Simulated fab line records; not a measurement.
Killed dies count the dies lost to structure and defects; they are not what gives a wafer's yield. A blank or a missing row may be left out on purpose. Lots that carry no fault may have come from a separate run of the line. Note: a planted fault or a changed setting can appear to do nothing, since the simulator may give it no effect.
Chamber matching    flow n5-finfet    N5_BEOL_M7_ILD_DEP_00 on pecvd-03: 3 sister chambers
The step deposits SiCOH lowk from DEMS/porogen, target thk 179.75 nm, time 33.4 s. 6 wafers are shown with their chamber, then 7 later ones without.

## EACH WAFER AND ITS CHAMBER
wafer   chamber  throttle-valve-pct (%)  heater-power-w (W)
L245.1  0        14.4                    328
L245.3  2        12.8                    292
L246.4  2        12.9                    245
L246.5  0        14.2                    323
L246.6  1        14.2                    390
L247.2  1        14.2                    374

## WAFERS WHOSE CHAMBER IS MISSING
wafer   throttle-valve-pct (%)  heater-power-w (W)
L247.4  14.5                    294
L247.5  12.9                    268
L250.1  14.6                    317
L250.3  13.0                    267
L250.6  13.2                    286
L254.1  13.1                    271
L254.2  14.2                    328

## EACH ONE'S CHAMBER
wafer   from the rows above      in truth
L247.4  0                        0
L247.5  2                        2
L250.1  0                        0
L250.3  2                        2
L250.6  2                        2
L254.1  2                        2
L254.2  can't be placed: 0 or 1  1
Correctly placed: 6 of 7. From these rows, 1 cannot be placed; in 1 the true chamber is one of the candidates. Number placed wrongly: 0.
How it was worked out, from the rows above alone: a wafer's distance from a chamber is the root of the sum, over the readings, of the square of ((its reading less the chamber's mean) divided by the reading's scatter). If the next closest chamber is less than 2 further off than the closest, the wafer can't be placed; otherwise it belongs to the closest. For every chamber, the mean is computed from those of its wafers that are shown. The scatter: take each reading less its chamber's mean, square it, sum over the shown wafers, divide by the number of wafers less the number of chambers, and take the root.
